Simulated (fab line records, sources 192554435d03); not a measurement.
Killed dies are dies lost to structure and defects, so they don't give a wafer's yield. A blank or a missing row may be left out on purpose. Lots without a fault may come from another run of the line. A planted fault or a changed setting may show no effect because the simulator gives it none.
A struck lot beside a sound one | flow n5_finfet | 39 steps out of a route of 1938
Sound: wafers L329.1, L329.2, L329.5. Struck: wafer L345.1. (L345.3, L345.4 of the same lot were not struck and are left out.) The cause comes at the end.
At each step with rows: each side's tool, then ch and its chambers, then its first start. Under that, the readings that differ: sound wafers | struck wafers | difference of the means | sigmas: that difference in standard deviations of wafers without a fault.
alike: readings whose means differ by less than 2 such deviations, and words and numbers that are the same on both sides. not compared: withheld readings, readings that some wafer has no value for, bounds like >300 that may hide the same value, and numbers for which the record gives no deviation and whose values overlap.
The two part at a step that has a row with sigmas, a row that says differs or no value, or rows on one side only. Numbers that don't overlap but have no deviation are shown without sigmas and don't part them. A reading that every wafer of one side lacks parts them only if that side has two wafers or more.

first, 11 steps without rows for these wafers: N5_BEOL_M0_SAQP_DESCUM_19 (chemistry O2, time 7.9 s); N5_BEOL_M0_SAQP_ETCH_83 (etches SiARC in CF4, target depth 39 nm, time 65 s); N5_BEOL_M0_SAQP_ETCH_84 (etches SOC in N2/H2, target depth 100 nm, overetch 20 nm, time 150 s); N5_BEOL_M0_SAQP_STRIP_80 (strips in N2/H2); N5_BEOL_M0_SAQP_HM_OPEN_112 (chemistry CHF3/O2, target SiO2, stops on a-Si, target depth 12 nm, time 13.5 s); N5_BEOL_M0_SAQP_STRIP_113 (strips in CHF3/O2); N5_BEOL_M0_SAQP_MANDREL_ETCH_20 (etches a-Si in HBr/Cl2, stops on SiNx, target depth 60 nm, bt time 10 s, time 30 s); N5_BEOL_M0_SAQP_STRIP_86 (strips in N2/H2); N5_BEOL_M0_SAQP_STRIP_115 (strips in post etch residue remover, time 60 s); N5_BEOL_M0_SAQP_SRD_93 (time 30 s); N5_BEOL_M0_SAQP_RECESS_114 (chemistry HF/NH3, target SiO2, target depth 14.4 nm, afs cycles 3, sublimation time 60 s).
N5_BEOL_M0_SAQP_SPACER1_ALD_98: deposits SiO2, target thk 12.8 nm, pulse time 1 s, purge time 2 s.
  sound on ald_sin-04 ch 2,3, day 5 15:34; struck on ald_sin-04 ch 0, day 10 00:45
  alike: chamber_pressure_Torr, heater_power_w, precursor_pulse_height_rel
then, 24 steps without rows for these wafers: N5_BEOL_M0_SAQP_SPACER1_ETCHBACK_99 (etches SiO2 in CHF3/O2, target depth 15.4 nm, time 7.7 s); N5_BEOL_M0_SAQP_MANDREL1_REMOVE_100 (chemistry HBr/Cl2/O2, target a-Si, stops on SiNx, bt time 10 s); N5_BEOL_M0_SAQP_ETCH_101 (etches SiNx in CH3F/O2, target depth 29.9 nm, time 42.7 s); N5_BEOL_M0_SAQP_ETCH_102 (etches SiO2 in CF4, target depth 4 nm, time 4.4 s); N5_BEOL_M0_SAQP_MANDREL_ETCH_103 (etches a-Si in HBr/Cl2, stops on SiCN, target depth 45 nm, bt time 10 s, time 27 s); N5_BEOL_M0_SAQP_RECESS_104 (chemistry HF/NH3, target SiO2, target depth 18 nm, afs cycles 3, sublimation time 60 s); N5_BEOL_M0_SAQP_COAT_105 (time 60 s, resist thk 100 nm); N5_BEOL_M0_SAQP_ETCH_106 (etches SOC in N2/H2, stops on SiNx, target depth 150 nm); N5_BEOL_M0_SAQP_ETCH_107 (etches SiNx in CH3F/O2, target depth 30 nm); N5_BEOL_M0_SAQP_STRIP_108 (strips in N2/H2); N5_BEOL_M0_SAQP_RECESS_109 (chemistry HF/NH3, target SiO2, target depth 3 nm, afs cycles 1, sublimation time 60 s); N5_BEOL_M0_SAQP_SPACER2_ALD_26 (deposits SiO2, target thk 15 nm, pulse time 1 s, purge time 2 s); N5_BEOL_M0_SAQP_SPACER2_ETCHBACK_27 (etches SiO2 in CHF3/O2, target depth 22.5 nm, time 11.25 s); N5_BEOL_M0_SAQP_MANDREL2_REMOVE_110 (chemistry HBr/Cl2/O2, target a-Si, stops on SiCN, bt time 10 s); N5_BEOL_M0_SAQP_COAT_69 (time 60 s, resist thk 90 nm); N5_BEOL_M0_SAQP_COAT_72 (time 60 s, resist thk 15 nm); N5_BEOL_M0_SAQP_COAT_87 (time 60 s, resist thk 5 nm); N5_BEOL_M0_SAQP_COAT_34 (resist thk 30 nm); N5_BEOL_M0_SAQP_EBR_36; N5_BEOL_M0_SAQP_SOFTBAKE_35 (time 60 s); N5_BEOL_M0_SAQP_EXPOSE_37 (exposes mask M0 CUT1, target cd 30 nm); N5_BEOL_M0_SAQP_PEB_38 (peb time 60 s); N5_BEOL_M0_SAQP_DEVELOP_39 (develop time 30 s); N5_BEOL_M0_SAQP_DESCUM_45 (chemistry O2, time 7 s).
N5_BEOL_M0_CUTY_INSPECT_59: inspects for defects (macro).
  sound on defect_inspect-02, day 5 20:21; struck on defect_inspect-02, day 10 06:09
  reading          | sound | struck | difference | sigmas
  raw_defect_count | 3 2 3 | 247    | +244       | +99 or more
N5_BEOL_M4_RC_MEAS_101:
  sound on prober-01 ch 0, day 7 19:44; struck on prober-02 ch 0, day 12 05:13
  alike: DIBL_N, DIBL_P, IOFF_N, IOFF_P, ION_N, ION_P, SS_N, SS_P, VT_N, VT_P
-- the record jumps here: 5 days lie between the struck wafers' starts before and after (it left off in module BEOL_M4 and takes up again in module PASSIVATION, whose first step shown is number 1936 of the route) --
N5_PASSIVATION_PROBE_49:
  the record has rows for the struck wafers here (prober-02, day 16 19:05) and none for the sound ones

WHERE THEY PART
First at N5_BEOL_M0_CUTY_INSPECT_59; last, within this record, at N5_PASSIVATION_PROBE_49.

WHY: what the simulator had put in
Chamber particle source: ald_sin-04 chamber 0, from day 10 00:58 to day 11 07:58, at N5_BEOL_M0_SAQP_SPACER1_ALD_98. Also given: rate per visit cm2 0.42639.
